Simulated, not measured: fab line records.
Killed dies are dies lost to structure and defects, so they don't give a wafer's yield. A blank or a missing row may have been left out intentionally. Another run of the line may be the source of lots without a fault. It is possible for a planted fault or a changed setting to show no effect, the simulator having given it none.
Chamber matching :: flow n5_finfet :: N5_HKMG_FIN_ALD_71 on ald_metal-01: 4 sister chambers
The step deposits TiN, target thk 1 nm, pulse time 1 s, purge time 3 s. 4 wafers are shown with their chamber, then 11 later ones without.

## WAFERS WITH THEIR CHAMBER
wafer: L092.1
chamber: 2
heater_power_w (W): 899

wafer: L092.2
chamber: 1
heater_power_w (W): 880

wafer: L092.3
chamber: 0
heater_power_w (W): 839

wafer: L092.4
chamber: 3
heater_power_w (W): 749

## WAFERS WHOSE CHAMBER IS MISSING
wafer: L092.5
heater_power_w (W): 875

wafer: L092.6
heater_power_w (W): 859

wafer: L093.2
heater_power_w (W): 873

wafer: L093.4
heater_power_w (W): 910

wafer: L093.6
heater_power_w (W): 769

wafer: L095.1
heater_power_w (W): 868

wafer: L095.2
heater_power_w (W): 773

wafer: L095.3
heater_power_w (W): 876

wafer: L095.4
heater_power_w (W): 854

wafer: L095.5
heater_power_w (W): 751

wafer: L095.6
heater_power_w (W): 846

## WHICH CHAMBER EACH ONE RAN IN
wafer: L092.5
from the rows above: can't be placed: 1 or 2
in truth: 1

wafer: L092.6
from the rows above: can't be placed: 0 or 1 or 2
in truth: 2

wafer: L093.2
from the rows above: can't be placed: 1 or 2 or 0
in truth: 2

wafer: L093.4
from the rows above: can't be placed: 2 or 1
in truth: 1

wafer: L093.6
from the rows above: 3
in truth: 3

wafer: L095.1
from the rows above: can't be placed: 1 or 0 or 2
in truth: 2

wafer: L095.2
from the rows above: 3
in truth: 3

wafer: L095.3
from the rows above: can't be placed: 1 or 2
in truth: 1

wafer: L095.4
from the rows above: can't be placed: 0 or 1
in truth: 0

wafer: L095.5
from the rows above: 3
in truth: 3

wafer: L095.6
from the rows above: can't be placed: 0 or 1
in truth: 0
Correctly placed: 3 of 11. Not placeable from these rows: 8 (in 8, the candidates include the true chamber). Number placed wrongly: 0.
How it was worked out, from the rows above alone: a wafer's distance from a chamber is the root of the sum, over the readings, of the square of ((its reading less the chamber's mean) divided by the reading's scatter). If the next closest chamber is less than 2 further off than the closest, the wafer can't be placed; otherwise it belongs to the closest. A chamber's mean is the mean of its shown wafers. The scatter: root of mean squared gap, hidden wafer to nearest shown wafer, with one shown wafer a chamber.
